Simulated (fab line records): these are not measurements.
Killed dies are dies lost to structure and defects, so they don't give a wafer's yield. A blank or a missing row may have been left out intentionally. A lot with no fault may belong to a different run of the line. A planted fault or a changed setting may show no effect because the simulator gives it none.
Which tool is to blame? :: flow nand-harc :: 15 wafers from 6 lots sampled at 5 of the route's 1302 steps

== WHAT EACH GAUGE READ, for each wafer ==
NHARC_END_SORT_01.
lot: L438
measured: day 27 01:58
on: prober-02
killed-at-array: 58

== WHAT TOOL EACH LOT RAN ON (gives the tool, then ch and the chambers of the sampled wafers, and finally the start) ==
lot: L435
NHARC_A_CONTACT_DESCUM_74: rie-diel-05 ch 0,1,3, day 22 16:46
NHARC_A_CONTACT_ETCH_77: rie-diel-05 ch 0,1, day 22 17:16
NHARC_A_CONTACT_ETCH_124: har-cap-etch-03 ch 1, day 22 18:19
NHARC_A_CONTACT_ETCH_132: har-cap-etch-03 ch 1, day 22 20:20

lot: L438
NHARC_A_CONTACT_DESCUM_74: rie-diel-05 ch 0,1, day 24 16:52
NHARC_A_CONTACT_ETCH_77: rie-diel-05 ch 0,1, day 24 17:32
NHARC_A_CONTACT_ETCH_124: har-cap-etch-03 ch 1, day 24 18:39
NHARC_A_CONTACT_ETCH_132: har-cap-etch-03 ch 1, day 24 20:05

lot: L443
NHARC_A_CONTACT_DESCUM_74: rie-diel-05 ch 0, day 26 06:43
NHARC_A_CONTACT_ETCH_77: rie-diel-05 ch 0, day 26 07:14
NHARC_A_CONTACT_ETCH_124: har-cap-etch-03 ch 1, day 26 08:17
NHARC_A_CONTACT_ETCH_132: har-cap-etch-03 ch 1, day 26 09:44

lot: L446
NHARC_A_CONTACT_DESCUM_74: rie-diel-08 ch 0,1,2, day 27 14:16
NHARC_A_CONTACT_ETCH_77: rie-diel-08 ch 1,2,3, day 27 14:47
NHARC_A_CONTACT_ETCH_124: har-cap-etch-02 ch 0,1, day 27 15:52
NHARC_A_CONTACT_ETCH_132: har-cap-etch-02 ch 0,1, day 27 17:17

lot: L452
NHARC_A_CONTACT_DESCUM_74: rie-diel-12 ch 2,3, day 29 21:55
NHARC_A_CONTACT_ETCH_77: rie-diel-12 ch 0,1,3, day 29 22:26
NHARC_A_CONTACT_ETCH_124: har-cap-etch-01 ch 0,1, day 29 23:32
NHARC_A_CONTACT_ETCH_132: har-cap-etch-01 ch 0,1, day 30 00:58

lot: L453
NHARC_A_CONTACT_DESCUM_74: rie-diel-05 ch 0,1,2, day 30 13:04
NHARC_A_CONTACT_ETCH_77: rie-diel-05 ch 0,1,3, day 30 13:35
NHARC_A_CONTACT_ETCH_124: har-cap-etch-03 ch 0,1, day 30 14:38
NHARC_A_CONTACT_ETCH_132: har-cap-etch-03 ch 0,1, day 30 16:34
- NHARC_A_CONTACT_DESCUM_74: chemistry O2, time 3 s.
- NHARC_A_CONTACT_ETCH_77: etches the open film in CF4/CHF3, target depth 108.9 nm, time 54.5 s.
- NHARC_A_CONTACT_ETCH_124: etches the open film in C4F8/O2/Ar, time 140 s, target depth 700 nm.
- NHARC_A_CONTACT_ETCH_132: etches the open film in C4F8/O2/Ar, time 197 s, target depth 1924 nm.

== THE ANSWER, worked out from the rows above alone ==
Rule: usual is defined by the lots themselves. The widest of any qualifying gaps counts: lots, ordered by their means at a reading, are off when they make up no more than a third of the lots, leave a main group of 4 or more, and stand apart from it by 3 or more times the standard deviation of that group's means. If all means in a main group match to the digits the tables above print for the reading, that group is not used. Also off: a lot with no number at a reading for which 4 or more lots have one. All remaining lots with rows at the step are treated as sound.
No lot is off on any of the readings shown, so nothing can be concluded from this.

== WHAT THE SIMULATOR PUT IN ==
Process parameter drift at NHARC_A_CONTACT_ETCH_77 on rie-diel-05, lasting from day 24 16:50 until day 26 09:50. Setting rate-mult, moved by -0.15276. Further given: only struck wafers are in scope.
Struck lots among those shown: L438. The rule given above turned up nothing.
